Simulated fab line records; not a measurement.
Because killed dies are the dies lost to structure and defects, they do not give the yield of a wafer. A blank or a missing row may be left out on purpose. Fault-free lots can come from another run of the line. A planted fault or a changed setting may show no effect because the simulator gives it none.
Problem report in the 8D (eight disciplines) form, filled by code + flow nand_harc + the parts of the form that need people (team, actions taken, sign-off) are left out

== 1. THE ISSUE ==
Wafers without a fault read 997 nm, standard deviation 8.8; thk_nm at NHARC_A_ONON_D2_THK_MEAS_30 reads a mean of 1546 nm on 6 wafers belonging to 2 lots. Measured from the usual mean, that is +62 standard deviations.
The step: measures by ellipsometry.
First seen on wafer L957.1, day 21 10:10, on film_metro-01. The record has a number at this step for 39 wafers belonging to 13 lots. By rule, "out" or "out of limits" means more than 4 standard deviations away from the usual mean. The other wafers with a number count as sound.

== 2. WHAT IT IS, AND WHAT IT ISN'T ==
| question                    | is                     | is not                                                              |
|-----------------------------|------------------------|---------------------------------------------------------------------|
| which readings at this step | thk_nm                 | -                                                                   |
| which lots                  | L957, L958             | L938, L942, L943, L944, L945, L946, L949, L950, L952, L956, L960    |
| which wafers of those lots  | all that have a number | -                                                                   |
| read on which gauges        | film_metro-01          | film_metro-02                                                       |
| when                        | from day 21 10:10      | up to then (30 sound wafers); but 3 sound wafers of L960 came after |

== 3. THE SUSPECTS, EACH WITH WHAT RULES IT OUT ==
Counting: a tool at a process step up to the reading stays a suspect if it ran every lot that is out and no sound lot after the first of them.
- the gauge at NHARC_A_ONON_D2_THK_MEAS_30: ruled out. All the wafers that are out were read on film_metro-01, but those of them that NHARC_END_SORT_01 has rows for are out there too, on other tools.
- pecvd-01 at NHARC_A_DECK1_JOINT_DEP_16 (deposits SiO2, target thk 45 nm): kept. Every lot that is out went through it, starting with L957 (day 20 20:43), and after that it ran no sound lot; the last sound lot it ran before then is L956 (day 20 07:30).
- pecvd_onon-03 at NHARC_A_ONON_D2_DEP_28 (target thk 1000 nm): kept. Every lot that is out went through it, starting with L957 (day 21 09:38), and after that it ran no sound lot; the last sound lot it ran before then is L956 (day 20 20:17).
After counting, pecvd-01 at NHARC_A_DECK1_JOINT_DEP_16 and pecvd_onon-03 at NHARC_A_ONON_D2_DEP_28 remain.

== 4. THE CAUSE (what the simulator had put in) ==
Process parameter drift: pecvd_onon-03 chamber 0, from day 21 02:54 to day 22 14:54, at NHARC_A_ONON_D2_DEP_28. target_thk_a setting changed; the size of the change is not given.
Of the 2 suspects that counting leaves, this tool is one.

== 5. SEQUENCE OF EFFECTS, ordered by route ==
One row per reading whose mean, taken over the struck wafers that have a number, lies over 3 standard deviations from the usual. Only readings for which the record gives a usual standard deviation are gone through. hours: the time from each lot's start at the first step in this table that gives one to its start at this step, as a median over the lots. sigmas: the change in usual standard deviations.
| hours | step                        | reading         | usual  | on struck wafers | change | sigmas |
|-------|-----------------------------|-----------------|--------|------------------|--------|--------|
| 0     | NHARC_A_ONON_D2_THK_MEAS_30 | thk_nm          | 997 nm | 1546             | +549   | +62    |
| 272   | NHARC_END_SORT_01           | killed_at_array | 57     | 671              | +614   | +32    |
| 272   | NHARC_END_SORT_01           | killed_dies     | 62     | 677              | +615   | +32    |

== 6. WHAT WOULD HAVE CAUGHT IT SOONER ==
7 hours passed between the start of the fault at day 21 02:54 and the first reading out of limits at a measuring or inspecting step in this record, taken at day 21 10:10.
An alarm limit of 4 standard deviations would not have fired on the tool readings at NHARC_A_ONON_D2_DEP_28 for which the record gives a usual standard deviation, since none of them was out on any struck wafer.
L958, from the lots that are out (2), started NHARC_A_ONON_D2_DEP_28 on pecvd_onon-03 later than day 21 10:10. Putting the tool on hold at that point would have spared it.
